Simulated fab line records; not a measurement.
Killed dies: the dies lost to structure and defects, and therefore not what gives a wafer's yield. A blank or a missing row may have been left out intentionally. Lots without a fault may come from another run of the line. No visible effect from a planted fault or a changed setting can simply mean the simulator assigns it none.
fab line records + flow n5_finfet + part 2 of 2: steps 28 to 39 of 39
record:
- lots: 5
- wafers: 15
- last_day: 14
route steps=1938 shown ZERO_LAYER@10 WELL_APT@20
lots untouched by any fault: they come from a run of this same line in which no faults occurred
start_h: the number of hours between the record's first day and the start of the first shown wafer of the lot + wait_h: hours from the lot's prior step to this one + " as in the row above + L1.1+2: one row covering several wafers at once + - no value, or no start given + * or withheld: withheld + < > ~ a bound
route shown NAME@n: names a module that has steps shown in the file, with the first one's number in the route + usual: average and standard deviation across the fault-free wafers + same: alike in all rows + chamber/n: place in a boat + sites: per-site readings + _std_site: standard deviation across them + _edge_site: the outer-site mean with the inner-site mean subtracted + radius_mm: for every site, how far away it sits from the centre of the wafer + mask NAME#n: copy n + behind: the most recent tool/chamber to have shaped the wafer + hold: what put the lot on hold/how long, in hours/how the hold closed + device: whichever transistor did not switch (one of n, p or np) + end of line: at the end of the route, the tests of the same wafers + for a step that has no rows: nothing shown but its recipe + killed: the dies lost at the first sort to structure and to defects; this is not the yield of the wafer + map: a wafer's dies, marking killed ones x, the rest . and places with no die _
set.NAME: the setting the step ran with; set.NAME@STEP: the setting that earlier step ran with + model.NAME: the simulator's own value behind a step, which no gauge read
lots seen at some steps along the route; tables by step, rows by wafer
services: from which hour (start_h, from the record's first day; less than 0 if before it) a tool's chamber was out of use, for how many hours, and why
== steps ==
step: N5_WELL_APT_EBR_21
recipe:
- solvent: PGMEA
- ebr_width_mm: 1.5
| lot.wafer  | tool           | chamber | start_h | wait_h |
|------------|----------------|---------|---------|--------|
| L074.2+3+5 | litho_track-05 | 0       | -       | -      |
| L076.2+4+5 | litho_track-05 | 0       | -       | -      |
| L077.1+3+5 | litho_track-05 | 0       | -       | -      |
| L079.2+3+4 | litho_track-05 | 0       | -       | -      |
| L081.3+5+6 | litho_track-03 | 0       | -       | -      |
step: N5_WELL_APT_SOFTBAKE_20
recipe:
- temp_c: 130
- time_s: 60
| lot.wafer  | tool           | chamber | start_h | wait_h |
|------------|----------------|---------|---------|--------|
| L074.2+3+5 | litho_track-05 | 0       | -       | -      |
| L076.2+4+5 | litho_track-05 | 0       | -       | -      |
| L077.1+3+5 | litho_track-05 | 0       | -       | -      |
| L079.2+3+4 | litho_track-05 | 0       | -       | -      |
| L081.3+5+6 | litho_track-03 | 0       | -       | -      |
step: N5_WELL_APT_EXPOSE_22
recipe:
- mask_id: PWELL
- na: 0.8
- source_shape: conventional
- sigma_outer: 0.8
- polarization: unpolarized
- defocus_nm: 0
- target_cd_nm: 200
- dose_mj: 23.2
| lot.wafer  | tool           | chamber | start_h | wait_h | mask    |
|------------|----------------|---------|---------|--------|---------|
| L074.2+3+5 | krf_scanner-02 | 0       | 15.03   | -      | PWELL#0 |
| L076.2+4+5 | krf_scanner-01 | 0       | 26.89   | -      | PWELL#0 |
| L077.1+3+5 | krf_scanner-02 | 0       | 32.75   | -      | PWELL#0 |
| L079.2+3+4 | krf_scanner-02 | 0       | 44.66   | -      | PWELL#0 |
| L081.3+5+6 | krf_scanner-02 | 0       | 57.12   | -      | PWELL#0 |
step: N5_WELL_APT_PEB_23
recipe:
- peb_temp_c: 130
- peb_time_s: 90
| lot.wafer  | tool           | chamber | start_h | wait_h |
|------------|----------------|---------|---------|--------|
| L074.2+3+5 | litho_track-05 | 0       | 15.08   | 0.0    |
| L076.2+4+5 | litho_track-03 | 0       | 26.94   | 0.0    |
| L077.1+3+5 | litho_track-05 | 0       | 32.81   | 0.1    |
| L079.2+3+4 | litho_track-04 | 0       | 44.71   | 0.0    |
| L081.3+5+6 | litho_track-03 | 0       | 57.17   | 0.0    |
step: N5_WELL_APT_DEVELOP_24
recipe:
- develop_time_s: 45
- rinse_liquid: surfactant_rinse
- dry: air_spin
- dev_temp_c: 21
| lot.wafer  | tool           | chamber | start_h | wait_h |
|------------|----------------|---------|---------|--------|
| L074.2+3+5 | litho_track-05 | 0       | -       | -      |
| L076.2+4+5 | litho_track-03 | 0       | -       | -      |
| L077.1+3+5 | litho_track-05 | 0       | -       | -      |
| L079.2+3+4 | litho_track-04 | 0       | -       | -      |
| L081.3+5+6 | litho_track-03 | 0       | -       | -      |
step: N5_WELL_APT_HARDBAKE_29
recipe:
- temp_c: 130
- time_s: 120
| lot.wafer  | tool           | chamber | start_h | wait_h |
|------------|----------------|---------|---------|--------|
| L074.2+3+5 | litho_track-05 | 0       | -       | -      |
| L076.2+4+5 | litho_track-03 | 0       | -       | -      |
| L077.1+3+5 | litho_track-05 | 0       | -       | -      |
| L079.2+3+4 | litho_track-04 | 0       | -       | -      |
| L081.3+5+6 | litho_track-03 | 0       | -       | -      |
step: N5_WELL_APT_CD_MEAS_25
recipe:
- target_cd_nm: 200
- landing_energy_ev: 500
- detector: se_inlens
usual:
- cd_nm: 199.9/2.3
| lot.wafer | tool      | chamber | start_h | wait_h | cd_nm |
|-----------|-----------|---------|---------|--------|-------|
| L074.2    | cd_sem-01 | 0       | 15.20   | -      | 200.3 |
| L074.3    | "         | 0       | "       | "      | 197.4 |
| L074.5    | "         | 0       | "       | "      | 203.5 |
| L076.2    | cd_sem-02 | 0       | 27.06   | -      | 201.9 |
| L076.4    | "         | 0       | "       | "      | 202.0 |
| L076.5    | "         | 0       | "       | "      | 200.4 |
| L077.1    | cd_sem-03 | 0       | 32.93   | -      | 202.8 |
| L077.3    | "         | 0       | "       | "      | 198.8 |
| L077.5    | "         | 0       | "       | "      | 199.1 |
| L079.2    | cd_sem-03 | 0       | 44.83   | -      | 198.0 |
| L079.3    | "         | 0       | "       | "      | 201.3 |
| L079.4    | "         | 0       | "       | "      | 198.5 |
| L081.3    | cd_sem-02 | 0       | 57.29   | -      | 195.9 |
| L081.5    | "         | 0       | "       | "      | 199.1 |
| L081.6    | "         | 0       | "       | "      | 202.5 |
step: N5_WELL_APT_OVL_MEAS_26
recipe:
- points_per_wafer: 44
usual:
- PWELL_OVL: 1/5.5
same:
- points_per_wafer: 44
| lot.wafer | tool       | chamber | start_h | wait_h | PWELL_OVL[nm] |
|-----------|------------|---------|---------|--------|---------------|
| L074.2    | overlay-02 | 0       | 15.23   | 0.0    | 4             |
| L074.3    | "          | 0       | "       | "      | 6             |
| L074.5    | "          | 0       | "       | "      | 5             |
| L076.2    | overlay-02 | 0       | 27.09   | 0.0    | -5            |
| L076.4    | "          | 0       | "       | "      | -4            |
| L076.5    | "          | 0       | "       | "      | 1             |
| L077.1    | overlay-02 | 0       | 32.96   | 0.0    | -3            |
| L077.3    | "          | 0       | "       | "      | -4            |
| L077.5    | "          | 0       | "       | "      | -1            |
| L079.2    | overlay-02 | 0       | 44.86   | 0.0    | -3            |
| L079.3    | "          | 0       | "       | "      | -10           |
| L079.4    | "          | 0       | "       | "      | -7            |
| L081.3    | overlay-02 | 0       | 57.32   | 0.0    | 1             |
| L081.5    | "          | 0       | "       | "      | 6             |
| L081.6    | "          | 0       | "       | "      | 5             |
step: N5_WELL_APT_INSPECT_27
recipe:
- mode: adi
- inspect_instrument: macro
usual:
- raw_defect_count: 2.2/1.5
| lot.wafer | tool              | chamber | start_h | wait_h | raw_defect_count |
|-----------|-------------------|---------|---------|--------|------------------|
| L074.2    | defect_inspect-01 | -       | 15.25   | 0.0    | 2                |
| L074.3    | "                 | -       | "       | "      | 4                |
| L074.5    | "                 | -       | "       | "      | 2                |
| L076.2    | defect_inspect-01 | -       | 27.11   | 0.0    | 3                |
| L076.4    | "                 | -       | "       | "      | 2                |
| L076.5    | "                 | -       | "       | "      | 2                |
| L077.1    | defect_inspect-01 | -       | 32.98   | 0.0    | 1                |
| L077.3    | "                 | -       | "       | "      | 1                |
| L077.5    | "                 | -       | "       | "      | 3                |
| L079.2    | defect_inspect-01 | -       | 44.88   | 0.0    | 7                |
| L079.3    | "                 | -       | "       | "      | 2                |
| L079.4    | "                 | -       | "       | "      | 1                |
| L081.3    | defect_inspect-02 | -       | 57.34   | 0.0    | 1                |
| L081.5    | "                 | -       | "       | "      | 4                |
| L081.6    | "                 | -       | "       | "      | 3                |
step: N5_WELL_APT_DESCUM_30
recipe:
- chemistry: O2
- time_s: 7.9
- source_power_w: 50
- bias_power_w: 20
- pressure_mtorr: 20
- rf_frequency_hz: 2.712e+07
- temp_c: 40
- o2_flow_sccm: 225
usual:
- drypump_motor_current_A: 6.0/0.42
- oes_product_au: 0.78/0.081
- rf_vpp_V: 243.3/1.4
- showerhead_plenum_p_Torr: 2.10/0.07
- temp_c: 40.00/0.12
- throttle_valve_pct: 20.37/0.18
| lot.wafer | tool        | chamber | start_h | wait_h | drypump_motor_current_A | oes_product_au | rf_hours_counter_h | rf_vpp_V | showerhead_plenum_p_Torr | temp_c | throttle_valve_pct |
|-----------|-------------|---------|---------|--------|-------------------------|----------------|--------------------|----------|--------------------------|--------|--------------------|
| L074.2    | rie_diel-02 | 1       | 15.49   | 0.2    | 6.3                     | 0.91           | 14                 | 245.8    | 2.14                     | 40.13  | 20.39              |
| L074.3    | "           | 0       | "       | "      | 5.7                     | 0.76           | 120                | 240.8    | 2.04                     | 39.96  | 20.32              |
| L074.5    | "           | 2       | "       | "      | 5.8                     | 0.74           | -                  | 242.4    | 2.07                     | 39.97  | 20.33              |
| L076.2    | rie_diel-02 | 1       | 27.15   | 0.0    | 6.3                     | 0.91           | 18                 | 243.8    | 2.14                     | 39.99  | 20.36              |
| L076.4    | "           | 3       | "       | "      | 6.8                     | 0.72           | 183                | 243.7    | 2.06                     | 40.04  | 20.76              |
| L076.5    | "           | 3       | "       | "      | 6.8                     | 0.72           | -                  | 242.7    | 2.06                     | 39.98  | 20.75              |
| L077.1    | rie_diel-06 | 3       | 33.02   | 0.0    | 6.4                     | 0.80           | 125                | 246.1    | 2.20                     | 39.88  | 20.47              |
| L077.3    | "           | 0       | "       | "      | 6.4                     | 0.80           | 76                 | 243.7    | 2.11                     | 39.96  | 20.08              |
| L077.5    | "           | 0       | "       | "      | 6.4                     | 0.81           | -                  | 242.7    | 2.11                     | 40.18  | 20.10              |
| L079.2    | rie_diel-06 | 1       | 44.95   | 0.1    | 5.7                     | 0.89           | 32                 | 241.2    | 2.06                     | 40.12  | 20.18              |
| L079.3    | "           | 3       | "       | "      | 6.4                     | 0.78           | 129                | 245.3    | 2.20                     | 39.90  | 20.48              |
| L079.4    | "           | 0       | "       | "      | 6.4                     | 0.80           | 79                 | 244.3    | 2.11                     | 40.03  | 20.07              |
| L081.3    | rie_diel-04 | 2       | 57.43   | 0.1    | 5.9                     | 0.90           | 30                 | 244.9    | 2.21                     | 39.91  | 20.24              |
| L081.5    | "           | 1       | "       | "      | 5.8                     | 0.72           | -                  | 243.8    | 2.15                     | 39.95  | 20.45              |
| L081.6    | "           | 2       | "       | "      | 5.9                     | 0.90           | -                  | 245.3    | 2.21                     | 40.04  | 20.24              |
step: N5_WELL_APT_IMPLANT_31
recipe:
- species: B
- energy_kev: 60
- dose_cm2: 1.5e+13
- tilt_deg: 0
- rotation_deg: 0
usual:
- end_station_pressure_torr: 5.18e-06/2.8e-07
| lot.wafer | tool         | chamber | start_h | wait_h | end_station_pressure_torr |
|-----------|--------------|---------|---------|--------|---------------------------|
| L074.2    | implanter-02 | 0       | 15.62   | 0.1    | 5.46e-06                  |
| L074.3    | "            | 0       | "       | "      | 4.87e-06                  |
| L074.5    | "            | 0       | "       | "      | 5.19e-06                  |
| L076.2    | implanter-02 | 0       | 27.28   | 0.1    | 4.67e-06                  |
| L076.4    | "            | 0       | "       | "      | 5.17e-06                  |
| L076.5    | "            | 0       | "       | "      | 5.58e-06                  |
| L077.1    | implanter-01 | 0       | 33.11   | 0.1    | 5.37e-06                  |
| L077.3    | "            | 0       | "       | "      | 5.22e-06                  |
| L077.5    | "            | 0       | "       | "      | 5.28e-06                  |
| L079.2    | implanter-01 | 0       | 45.08   | 0.1    | 5.53e-06                  |
| L079.3    | "            | 0       | "       | "      | 4.77e-06                  |
| L079.4    | "            | 0       | "       | "      | 5.67e-06                  |
| L081.3    | implanter-01 | 0       | 57.58   | 0.1    | 5.05e-06                  |
| L081.5    | "            | 0       | "       | "      | 4.63e-06                  |
| L081.6    | "            | 0       | "       | "      | 4.99e-06                  |
step: N5_WELL_APT_IMPLANT_32
recipe:
- species: BF2
- energy_kev: 50
- dose_cm2: 2e+13
- tilt_deg: 0
- rotation_deg: 0
usual:
- end_station_pressure_torr: 5.15e-06/2.5e-07
| lot.wafer | tool         | chamber | start_h | wait_h | end_station_pressure_torr |
|-----------|--------------|---------|---------|--------|---------------------------|
| L074.2    | implanter-02 | 0       | 15.80   | 0.1    | 5.28e-06                  |
| L074.3    | "            | 0       | "       | "      | 4.66e-06                  |
| L074.5    | "            | 0       | "       | "      | 5.18e-06                  |
| L076.2    | implanter-02 | 0       | 27.46   | 0.1    | 5.2e-06                   |
| L076.4    | "            | 0       | "       | "      | 5.22e-06                  |
| L076.5    | "            | 0       | "       | "      | 5.19e-06                  |
| L077.1    | implanter-01 | 0       | 33.29   | 0.1    | 5.19e-06                  |
| L077.3    | "            | 0       | "       | "      | 5.05e-06                  |
| L077.5    | "            | 0       | "       | "      | 5.53e-06                  |
| L079.2    | implanter-01 | 0       | 45.26   | 0.1    | 5.05e-06                  |
| L079.3    | "            | 0       | "       | "      | 5.34e-06                  |
| L079.4    | "            | 0       | "       | "      | 4.83e-06                  |
| L081.3    | implanter-01 | 0       | 57.76   | 0.1    | 4.91e-06                  |
| L081.5    | "            | 0       | "       | "      | 5.23e-06                  |
| L081.6    | "            | 0       | "       | "      | 5.46e-06                  |
== services ==
| tool           | chamber | start_h | hours | kind                          |
|----------------|---------|---------|-------|-------------------------------|
| krf_scanner-01 | -       | -10.43  | 1.6   | repair                        |
| krf_scanner-01 | -       | -7.81   | 4.4   | pm                            |
| krf_scanner-01 | -       | 5.52    | 0.8   | pm                            |
| krf_scanner-01 | -       | 11.10   | 0.9   | repair                        |
| rie_si-02      | 0       | 18.98   | 2.7   | repair                        |
| rie_diel-01    | 1       | 20.02   | 4.9   | repair                        |
| rie_diel-02    | 2       | 21.76   | 3.5   | repair                        |
| krf_scanner-02 | 0       | 21.83   | -     | calibration                   |
| rie_diel-01    | 3       | 25.07   | -     | clean                         |
| rie_diel-01    | 3       | 25.07   | -     | consumable_replace:focus_ring |
| rie_diel-01    | 3       | 25.07   | 14.9  | scheduled_down                |
| rie_diel-01    | 3       | 25.07   | 14.9  | vent_cycle                    |
| rie_diel-06    | -       | 25.96   | 1.4   | repair                        |
| krf_scanner-01 | -       | 29.41   | 4.0   | pm                            |
| implanter-02   | -       | 32.07   | 3.2   | repair                        |
| krf_scanner-01 | -       | 36.81   | 1.0   | pm                            |
| krf_scanner-01 | -       | 37.88   | 2.9   | repair                        |
| rie_diel-02    | 2       | 45.24   | 3.8   | repair                        |
| krf_scanner-02 | -       | 48.21   | 7.2   | pm                            |
| rie_diel-01    | 1       | 50.43   | 1.8   | repair                        |
| rie_diel-01    | 0       | 50.97   | 8.6   | repair                        |
| rie_diel-05    | 2       | 52.48   | 3.9   | repair                        |
| krf_scanner-02 | -       | 55.41   | 1.0   | pm                            |
| rie_diel-06    | 0       | 56.88   | 6.4   | repair                        |
